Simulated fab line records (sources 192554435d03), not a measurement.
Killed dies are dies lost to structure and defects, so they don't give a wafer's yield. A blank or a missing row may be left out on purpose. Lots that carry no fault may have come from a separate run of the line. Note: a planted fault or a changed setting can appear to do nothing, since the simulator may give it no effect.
A single fault, viewed from 3 desks    flow n5Finfet    each desk has only its own numbers; what lay behind them comes last

METROLOGY DESK
Lot by lot, what the gauges showed, no matter which tool ran the lot: averages of those sampled wafers that carry a number. Marked OUT: a lot whose mean sits more than 4 standard deviations from the usual mean, which makes it out of limits; the brackets give that distance. Of its 10 readings 7 are shown: those that lie furthest out on some lot.
Columns: A = DIBL_N at N5_BEOL_M4_RC_MEAS_101, usual 36.4 mV/V; B = IOFF_N at N5_BEOL_M4_RC_MEAS_101, usual 0.156 nA/um; C = IOFF_P at N5_BEOL_M4_RC_MEAS_101, usual 0.210 nA/um; D = ION_N at N5_BEOL_M4_RC_MEAS_101, usual 675 uA/um; E = SS_P at N5_BEOL_M4_RC_MEAS_101, usual 73.3 mV/dec; F = VT_N at N5_BEOL_M4_RC_MEAS_101, usual 250 mV; G = VT_P at N5_BEOL_M4_RC_MEAS_101, usual -250.3 mV
lot   first seen here  A     B      C      D    E     F    G
L530  day 9 10:09      35.2  0.148  0.192  675  73.0  251  -253.4
L532  day 9 12:11      36.5  0.174  0.204  680  73.8  248  -253.0
L541  day 11 17:28     36.2  0.143  0.202  662  73.6  254  -252.3
L542  day 12 11:19     39.1  0.158  0.215  667  73.2  251  -249.5
L548  day 13 22:58     34.6  0.129  0.185  666  72.3  251  -250.8
Result from this desk: across the 5 lots, nothing is out of limits.

THE DEFECT DESK
Lot by lot, what the route's inspections counted, given as the mean of those sampled wafers with a number. Marked OUT: a lot whose mean sits more than 4 standard deviations from the usual mean, which makes it out of limits; the brackets give that distance.
Columns: A = rawDefectCount at N5_MOL_CONTACT_COAG_INSPECT_42, usual 208
lot   first seen here  A
L530  day 5 09:19      172
L532  day 5 22:52      257
L541  day 8 07:33      230
L542  day 8 10:12      203
L548  day 9 22:34      209
Result from this desk: across the 5 lots, nothing is out of limits.

FOR THE TOOL OWNER'S DESK: rieDiel-03
The tool's own readings at N5_MOL_CONTACT_COAG_ETCH_124 (etches SiNx in CH3F/O2, stops on SiOC, target depth 6.5 nm): means of the sampled wafers that have a number, for each lot that ran on this tool. Marked OUT: a lot whose mean sits more than 4 standard deviations from the usual mean, which makes it out of limits; the brackets give that distance.
Columns: A = drypumpMotorCurrentA at N5_MOL_CONTACT_COAG_ETCH_124, usual 6.0 A; B = oesProductAu at N5_MOL_CONTACT_COAG_ETCH_124, usual 0.68 a.u.; C = rfFwdPowerW at N5_MOL_CONTACT_COAG_ETCH_124, usual 390.0 W; D = rfVppV at N5_MOL_CONTACT_COAG_ETCH_124, usual 298.8 V; E = showerheadPlenumPTorr at N5_MOL_CONTACT_COAG_ETCH_124, usual 2.05 Torr; F = throttleValvePct at N5_MOL_CONTACT_COAG_ETCH_124, usual 16.27 %
lot   first seen here  A    B     C                D      E     F
L530  day 5 09:53      6.1  0.78  389.5            299.2  2.12  16.21
L532  day 5 23:40      6.3  0.68  390.6            300.3  2.09  16.23
L541  day 8 08:05      6.4  0.70  421.5 (+17) OUT  289.2  2.04  16.13
This desk finds L541 out of limits, L541 being first, at day 8 08:05 (rfFwdPowerW at N5_MOL_CONTACT_COAG_ETCH_124). Within limits: L530, L532.

PUT TOGETHER
At day 8 08:05, on L541, the tool owner's desk was in a position to raise an alarm.
At the metrology desk, nothing out of limits was observed.
Nothing out of limits was seen by the defect desk.
The metrology desk holds a record of L541, inside its limits.
The defect desk has L541 on record, within its limits.
All the named lots went through N5_MOL_CONTACT_COAG_ETCH_124 on rieDiel-03.

WHAT THE SIMULATOR PUT IN
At N5_MOL_CONTACT_COAG_ETCH_124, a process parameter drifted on rieDiel-03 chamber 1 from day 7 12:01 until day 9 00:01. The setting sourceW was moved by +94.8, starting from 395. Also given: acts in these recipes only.
Shown lots that were struck: L541.
Hours from the fault's start to each desk's first reading out of limits: the tool owner's desk, 20.
